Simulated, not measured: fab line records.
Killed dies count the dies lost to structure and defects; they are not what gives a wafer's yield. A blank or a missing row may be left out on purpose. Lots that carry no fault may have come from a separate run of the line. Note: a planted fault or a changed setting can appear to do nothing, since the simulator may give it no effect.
fab line records    flow nand-harc
[record] lots = 13  wafers = 38  last-day = 33
route steps=1302 shown A_CHANNEL_HOLE_D1@472 A_CHANNEL_FILL_D1@494 A_ONON_D2@562 END@1302
lots that met no fault: taken from a fault-free run of the same line
start-h: the number of hours between the record's first day and the start of the first shown wafer of the lot    wait-h: time in hours since the lot's previous step    " repeats the value in the row above    L1.1+2: a single row standing in for several wafers    - either no value or no given start    * or withheld: withheld    < > ~ a bound
route shown NAME@n: a module of which the file shows steps, and the number in the route of the first    usual: the fault-free wafers' mean and standard deviation    same: alike in all rows    chamber/n: place in a boat    sites: readings site by site    _std_site: standard deviation across them    _edge_site: the outer-site mean with the inner-site mean subtracted    radius-mm: for every site, how far away it sits from the centre of the wafer    mask NAME#n: copy n    behind: the last tool/chamber to shape the wafer    hold: reason for holding the lot/hours on hold/outcome of the hold    device: whichever transistor did not switch (one of n, p or np)    end of line: the tests these same wafers got at the end of their route    for a step that has no rows: nothing shown but its recipe    killed: at the first sort, the dies lost to defects and structure; wafer yield is something else    map: per-die view of a wafer (x killed, . not killed, _ where there is no die)
set.NAME: the setting as run; set.NAME@STEP: as run at that earlier step    model.NAME: the simulator's own value behind a step, which no gauge read
a sample of lots followed through the steps of the route, with each step as a table and each wafer as a row
services: the hour from which a tool's chamber was out of use, counted from the record's first day as start-h (under 0 if before that day), plus the number of hours and why
[[steps]]
[step NHARC_A_CHANNEL_HOLE_D1_ETCH_20]
[recipe] bias-v = 3000  source-w = withheld  pressure-mtorr = 20  time-s = 361.9  ar-flow-sccm = 375  c4f8-flow-sccm = 89.3  o2-flow-sccm = 35.7  temp-c = -20  target-depth-a = 16000  chemistry = C4F8/O2/Ar
[usual] c4f8-flow-sccm = 89.25/0.25  drypump-motor-current-A = 5.27/0.19  showerhead-plenum-p-Torr = 3.66/0.12  throttle-valve-pct = 32.153/0.0085
lot.wafer  tool         chamber  start-h  wait-h  c4f8-flow-sccm  drypump-motor-current-A  rf-hours-counter-h  showerhead-plenum-p-Torr  throttle-valve-pct
L310.3     har-etch-01  0        187.15   0.2     88.92           5.23                     -                   3.74                      32.149
L310.5     "            0        "        "       89.50           5.23                     -                   3.74                      32.140
L310.6     "            1        "        "       89.08           5.10                     -                   3.69                      32.156
L311.2     har-etch-02  0        187.34   0.1     89.30           5.66                     299                 3.77                      32.159
L311.3     "            1        "        "       89.10           5.23                     -                   3.44                      32.150
L311.6     "            0        "        "       89.16           5.64                     -                   3.76                      32.145
L312.1     har-etch-01  1        201.60   0.1     89.34           5.09                     99                  3.68                      32.132
L312.4     "            1        "        "       89.10           5.09                     -                   3.68                      32.149
L312.6     "            1        "        "       89.15           5.11                     -                   3.68                      32.163
L313.1     har-etch-01  1        212.01   0.1     89.44           5.11                     103                 3.68                      32.174
L313.3     "            1        "        "       89.26           5.10                     -                   3.68                      32.139
L313.6     "            0        "        "       89.02           5.25                     -                   3.73                      32.166
L321.4     har-etch-01  0        290.11   0.2     89.31           5.23                     -                   3.70                      32.163
L321.3     "            1        "        "       89.11           5.11                     -                   3.65                      32.162
L324.1     har-etch-01  1        333.45   0.1     89.28           5.13                     172                 3.64                      32.155
L324.2     "            0        "        "       89.02           5.23                     172                 3.69                      32.151
L324.6     "            0        "        "       89.42           5.23                     -                   3.69                      32.155
L327.1     har-etch-01  1        350.07   0.1     89.21           5.09                     183                 3.64                      32.165
L327.5     "            1        "        "       89.54           5.09                     -                   3.64                      32.143
L327.6     "            0        "        "       89.36           5.25                     -                   3.68                      32.164
L328.2     har-etch-01  1        363.06   0.1     89.05           5.12                     191                 3.63                      32.145
L328.3     "            1        "        "       89.17           5.13                     -                   3.63                      32.149
L328.4     "            0        "        "       89.50           5.25                     -                   3.68                      32.152
L329.1     har-etch-01  1        372.94   0.1     89.21           5.11                     195                 3.63                      32.149
L329.4     "            1        "        "       88.94           5.11                     -                   3.63                      32.143
L329.6     "            1        "        "       89.02           5.11                     -                   3.63                      32.152
L330.2     har-etch-01  0        388.81   0.1     89.14           5.23                     207                 3.67                      32.153
L330.3     "            1        "        "       89.03           5.12                     -                   3.62                      32.165
L330.6     "            1        "        "       89.00           5.09                     -                   3.62                      32.153
L331.1     har-etch-02  1        398.74   0.1     89.75           5.23                     0                   3.93                      32.138
L331.2     "            0        "        "       88.97           5.66                     0                   3.70                      32.155
L331.4     "            1        "        "       89.62           5.23                     -                   3.93                      32.145
L332.1     har-etch-01  1        400.95   0.1     89.55           5.12                     218                 3.62                      32.158
L332.2     "            0        "        "       89.02           5.23                     218                 3.67                      32.158
L332.6     "            0        "        "       89.14           5.24                     -                   3.67                      32.152
L333.2     har-etch-02  1        408.65   0.1     89.02           5.24                     8                   3.92                      32.151
L333.1     "            0        "        "       88.87           5.65                     8                   3.70                      32.158
L333.5     "            0        "        "       89.13           5.67                     -                   3.70                      32.156
[step NHARC_A_CHANNEL_FILL_D1_ALD_14]
[recipe] target-thk-a = 25  pulse-time-s = 10  ald-cycles = 25  temp-c = 300  material = SiO2
[usual] heater-power-outer-w = 255/22  heater-power-w = 454/31  precursor-pulse-height-rel = 0.997/0.019
lot.wafer  tool       chamber  start-h  wait-h  heater-power-outer-w  heater-power-w  precursor-pulse-height-rel
L311.3     ald-hk-03  1        200.01   0.1     260                   452             1.001
L311.2     "          2        "        "       285                   488             0.992
L311.6     "          0        "        "       304                   529             0.987
L310.3     ald-hk-02  2        200.05   0.1     262                   472             0.985
L310.6     "          0        "        "       293                   492             1.003
L310.5     "          1        "        "       245                   452             0.985
L312.4     ald-hk-01  0        214.33   0.0     234                   415             0.980
L312.1     "          3        "        "       237                   425             0.965
L312.6     "          1        "        "       253                   450             0.983
L313.1     ald-hk-03  2        226.47   0.0     295                   505             1.002
L313.3     "          0        "        "       288                   514             0.968
L313.6     "          3        "        "       244                   460             0.999
L321.3     ald-hk-02  3        306.12   3.5     269                   450             0.998
L321.4     "          0        "        "       296                   497             0.997
L324.2     ald-hk-01  1        346.41   0.1     241                   442             0.995
L324.1     "          3        "        "       242                   433             0.975
L324.6     "          0        "        "       216                   405             1.035
L327.1     ald-hk-03  1        361.28   0.0     272                   470             0.999
L327.6     "          1        "        "       265                   461             0.997
L327.5     "          2        "        "       300                   504             0.972
L328.4     ald-hk-01  1        375.86   0.0     236                   444             0.995
L328.3     "          2        "        "       241                   444             0.958
L328.2     "          3        "        "       240                   437             0.981
L329.1     ald-hk-02  2        386.23   0.0     265                   487             1.007
L329.4     "          1        "        "       234                   444             1.004
L329.6     "          3        "        "       258                   441             0.985
L330.2     ald-hk-01  0        401.55   0.0     226                   400             1.001
L330.3     "          1        "        "       237                   425             1.009
L330.6     "          0        "        "       225                   394             0.956
L331.1     ald-hk-02  0        411.61   0.1     302                   514             1.017
L331.4     "          1        "        "       239                   437             1.004
L331.2     "          2        "        "       265                   464             0.993
L332.2     ald-hk-01  3        414.90   0.4     249                   443             1.000
L332.1     "          1        "        "       238                   432             1.029
L332.6     "          3        "        "       248                   438             0.994
L333.1     ald-hk-01  0        421.47   0.0     220                   395             0.995
L333.2     "          1        "        "       235                   447             0.990
L333.5     "          0        "        "       222                   400             1.005
[step NHARC_A_ONON_D2_DEP_25]
[recipe] target-thk-a = 10000  n2-flow-sccm = 2750  n2o-flow-sccm = 2000  nh3-flow-sccm = 500  sih4-flow-sccm = 210  temp-c = 400
lot.wafer   tool           chamber  start-h  wait-h
L311.2+3+6  pecvd-onon-02  0        290.26   0.1
L310.3+5+6  pecvd-onon-01  0        290.31   0.2
L312.1+4+6  pecvd-onon-02  0        308.37   0.1
L313.1+3+6  pecvd-onon-01  0        314.58   0.1
L321.3+4    pecvd-onon-04  0        393.97   0.2
L324.1+2+6  pecvd-onon-02  0        434.64   0.1
L327.1+5+6  pecvd-onon-02  0        452.43   0.1
L328.2+3+4  pecvd-onon-01  0        472.49   0.1
L329.1+4+6  pecvd-onon-04  0        476.58   0.1
L330.2+3+6  pecvd-onon-01  0        493.42   0.1
L331.1+2+4  pecvd-onon-01  0        502.22   0.1
L332.1+2+6  pecvd-onon-02  0        502.58   0.1
L333.1+2+5  pecvd-onon-01  0        510.00   0.1
[step NHARC_A_ONON_D2_THK_MEAS_27]
[recipe] thk-meas-gauge = ellipsometry
[usual] thk-nm = 1002/9.3
lot.wafer  tool           chamber  start-h  wait-h  thk-nm
L310.3     film-metro-02  -        290.71   -       1013
L310.5     "              -        "        "       1014
L310.6     "              -        "        "       1013
L311.2     film-metro-01  -        290.71   -       996
L311.3     "              -        "        "       996
L311.6     "              -        "        "       995
L312.1     film-metro-01  -        308.90   -       989
L312.4     "              -        "        "       989
L312.6     "              -        "        "       990
L313.1     film-metro-02  -        315.08   -       1000
L313.3     "              -        "        "       1001
L313.6     "              -        "        "       1001
L321.3     film-metro-02  -        394.39   -       1002
L321.4     "              -        "        "       675
L324.1     film-metro-02  -        435.16   -       982
L324.2     "              -        "        "       980
L324.6     "              -        "        "       982
L327.1     film-metro-02  -        452.93   -       985
L327.5     "              -        "        "       986
L327.6     "              -        "        "       983
L328.2     film-metro-01  -        472.94   -       1002
L328.3     "              -        "        "       1001
L328.4     "              -        "        "       1001
L329.1     film-metro-01  -        477.09   -       1011
L329.4     "              -        "        "       1010
L329.6     "              -        "        "       1009
L330.2     film-metro-02  -        493.87   -       1002
L330.3     "              -        "        "       1002
L330.6     "              -        "        "       1002
L331.1     film-metro-01  -        502.73   -       1021
L331.2     "              -        "        "       1020
L331.4     "              -        "        "       1021
L332.1     film-metro-01  -        503.09   -       990
L332.2     "              -        "        "       990
L332.6     "              -        "        "       990
L333.1     film-metro-01  -        510.52   -       998
L333.2     "              -        "        "       999
L333.5     "              -        "        "       1000
[step NHARC_A_ONON_D2_INSPECT_32]
[usual] raw-defect-count = 398/160
lot.wafer  tool               chamber  start-h  wait-h  raw-defect-count
L310.3     defect-inspect-02  -        291.80   0.0     222
L310.5     "                  -        "        "       310
L310.6     "                  -        "        "       224
L311.2     defect-inspect-01  -        291.81   0.0     306
L311.3     "                  -        "        "       532
L311.6     "                  -        "        "       594
L312.1     defect-inspect-01  -        310.02   0.0     398
L312.4     "                  -        "        "       453
L312.6     "                  -        "        "       299
L313.1     defect-inspect-01  -        316.34   0.0     738
L313.3     "                  -        "        "       673
L313.6     "                  -        "        "       671
L321.3     defect-inspect-01  -        395.52   0.0     344
L321.4     "                  -        "        "       260
L324.1     defect-inspect-01  -        436.25   0.0     502
L324.2     "                  -        "        "       530
L324.6     "                  -        "        "       515
L327.1     defect-inspect-02  -        454.05   0.0     242
L327.5     "                  -        "        "       300
L327.6     "                  -        "        "       701
L328.2     defect-inspect-02  -        474.04   0.0     171
L328.3     "                  -        "        "       239
L328.4     "                  -        "        "       278
L329.1     defect-inspect-01  -        478.21   0.0     417
L329.4     "                  -        "        "       265
L329.6     "                  -        "        "       372
L330.2     defect-inspect-01  -        494.99   0.0     447
L330.3     "                  -        "        "       469
L330.6     "                  -        "        "       281
L331.1     defect-inspect-02  -        503.97   0.0     469
L331.2     "                  -        "        "       287
L331.4     "                  -        "        "       232
L332.1     defect-inspect-02  -        504.25   0.0     319
L332.2     "                  -        "        "       233
L332.6     "                  -        "        "       588
L333.1     defect-inspect-01  -        511.61   0.0     313
L333.2     "                  -        "        "       711
L333.5     "                  -        "        "       318
[step NHARC_END_SORT_01]
[recipe] temp-c = 25
[usual] killed-at-array = 46/16  killed-at-other = 0.9/1.3  killed-at-periphery = 4.1/3  killed-dies = 51/17  killed-open = 3.5/1.8  killed-short = 2.5/1.8
[same] gross-dies = 677
lot.wafer  tool       chamber  start-h  wait-h  killed-at-array  killed-at-other  killed-at-periphery  killed-dies  killed-open  killed-short
L321.3     prober-02  0        669.70   3.1     42               0                2                    44           4            4
L321.4     prober-02  0        670.50   3.4     675              1                1                    677          8            1
// killed by level:class
L321.3 A_CHANNEL_HOLE_D2:chamber-film-flake=18 A_M1:chamber-film-flake=6 A_CONTACT:chamber-film-flake=5 A_CHANNEL_HOLE_D1:chamber-film-flake=3 A_SLIT:chamber-film-flake=3 A_ONON_D2:geometric-particle:short=2 P_GATE:geometric-particle:open=1 P_M2:geometric-particle:open=1
L321.4 A_ONON_D2:area-dep=638 A_CHANNEL_HOLE_D2:chamber-film-flake=14 A_CHANNEL_HOLE_D1:chamber-film-flake=6 A_CONTACT:chamber-film-flake=3 A_M1:chamber-film-flake=3 A_BLC:geometric-particle:open=2 A_DECK1_JOINT:chamber-film-flake=2 P_GATE:geometric-particle:open=1
[[services]]
tool           chamber  start-h  hours  kind
ald-hk-02      -        170.40   10.0   pm
pecvd-onon-02  -        185.00   13.0   pm
ald-hk-03      -        213.63   10.0   pm
pecvd-onon-01  -        269.33   13.0   pm
ald-hk-01      -        297.16   10.0   pm
ald-hk-01      0        297.16   10.0   vent-cycle
ald-hk-01      1        297.16   10.0   vent-cycle
ald-hk-01      2        297.16   10.0   vent-cycle
ald-hk-01      3        297.16   10.0   vent-cycle
ald-hk-01      0        307.16   -      clean
ald-hk-01      1        307.16   -      clean
ald-hk-01      2        307.16   -      clean
ald-hk-01      3        307.16   -      clean
pecvd-onon-04  -        311.29   13.0   pm
pecvd-onon-02  -        366.00   13.0   pm
har-etch-02    -        381.63   17.0   pm
pecvd-onon-01  -        450.42   13.0   pm
ald-hk-03      -        458.51   0.9    repair
ald-hk-01      -        475.16   10.0   pm
ald-hk-01      0        475.16   10.0   vent-cycle
ald-hk-01      1        475.16   10.0   vent-cycle
ald-hk-01      2        475.16   10.0   vent-cycle
ald-hk-01      3        475.16   10.0   vent-cycle
pecvd-onon-04  -        492.29   13.0   pm
[[key]]
[first-sign] step = NHARC_A_ONON_D2_THK_MEAS_27  reading = thk-nm  direction = down  sigmas = 35  usual = 1002  struck = 675
[effect] step = NHARC_END_SORT_01  reading = killed-at-array  direction = up  sigmas = 38  usual = 46  struck = 675
[more-kills-born-at] NHARC_A_ONON_D2_DEP_25@pecvd-onon-04 = 638
met-at NHARC_A_ONON_D2_DEP_25
struck-lots L321
struck-wafers L321.4
later-rows-left-out L321.4
tester-left-out L321
not-acting-at NHARC_A_CHANNEL_HOLE_D1_ETCH_20,NHARC_A_CHANNEL_FILL_D1_ALD_14,NHARC_A_ONON_D2_INSPECT_32
[fault] kind = process-parameter-drift  tool = pecvd-onon-04  chamber = -  onset-h = 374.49  steps = NHARC_A_ONON_D2_DEP_25  channel = target-thk-a  offset = *  shape = step  end-h = 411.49  scope = struck-wafers-only  acts-in = *  stated = *
// tester-left-out: of these lots the tester's yield and bins aren't shown, on N5 and GAA mostly nor the transistor test; their killed dies are dies lost to structure and defects alone, not to doping, threshold or leakage, so they don't give the yield
// later-rows-left-out: the simulator's readings of these wafers behind a module that went badly wrong aren't trusted and aren't shown, but for the sort
